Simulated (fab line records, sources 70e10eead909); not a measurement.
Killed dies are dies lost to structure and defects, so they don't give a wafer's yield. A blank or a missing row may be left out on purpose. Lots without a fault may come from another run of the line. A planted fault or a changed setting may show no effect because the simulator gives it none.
Chamber matching | flow nand_harc | NHARC_P_M0_DEP_32 on pecvd-03: 3 sister chambers
The step deposits SiCN, target thk 30 nm. 14 wafers are shown with their chamber, then 7 later ones without.

WAFERS WITH THEIR CHAMBER
wafer  | chamber | heater_power_w (W) | heater_power_outer_w (W)
L075.1 | 2       | 501                | 278
L075.4 | 0       | 510                | 294
L075.5 | 1       | 552                | 309
L083.2 | 0       | 465                | 258
L083.3 | 2       | 416                | 218
L083.5 | 0       | 454                | 252
L086.1 | 0       | 447                | 239
L086.2 | 1       | 576                | 331
L086.4 | 0       | 443                | 245
L087.2 | 1       | 557                | 296
L087.4 | 1       | 552                | 304
L087.5 | 2       | 484                | 268
L089.1 | 2       | 499                | 287
L089.3 | 1       | 563                | 298

SIGNATURES (means of the wafers above)
reading              | chamber 0 | chamber 1 | chamber 2 | scatter within a chamber
heater_power_w       | 463.80    | 560.00    | 475.00    | 27.2
heater_power_outer_w | 257.60    | 307.60    | 262.75    | 22.4
Rule: a wafer's distance from a chamber is the root of the sum, over the readings, of the square of ((its reading less the chamber's mean) divided by the reading's scatter). The wafer belongs to the nearest chamber; if the next one is less than 2 further off, it can't be placed. The scatter: the root of (the sum of the squares of (reading less its chamber's mean) over the shown wafers, divided by (wafers less chambers)).

WAFERS WITHOUT THEIR CHAMBER
wafer  | heater_power_w (W) | heater_power_outer_w (W)
L089.4 | 537                | 302
L091.2 | 527                | 282
L091.3 | 513                | 283
L091.4 | 474                | 268
L097.1 | 501                | 278
L097.4 | 499                | 278
L097.6 | 475                | 267

WHICH CHAMBER EACH WENT THROUGH
wafer  | from the rows above          | in truth
L089.4 | can't be placed: 1 or 2      | 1
L091.2 | can't be placed: 1 or 2 or 0 | 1
L091.3 | can't be placed: 2 or 1 or 0 | 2
L091.4 | can't be placed: 2 or 0      | 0
L097.1 | can't be placed: 2 or 0 or 1 | 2
L097.4 | can't be placed: 2 or 0 or 1 | 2
L097.6 | can't be placed: 2 or 0      | 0
Placed correctly: 0 of 7. Can't be placed from these rows: 7 (the true chamber is among the candidates in 7). Placed wrongly: 0.
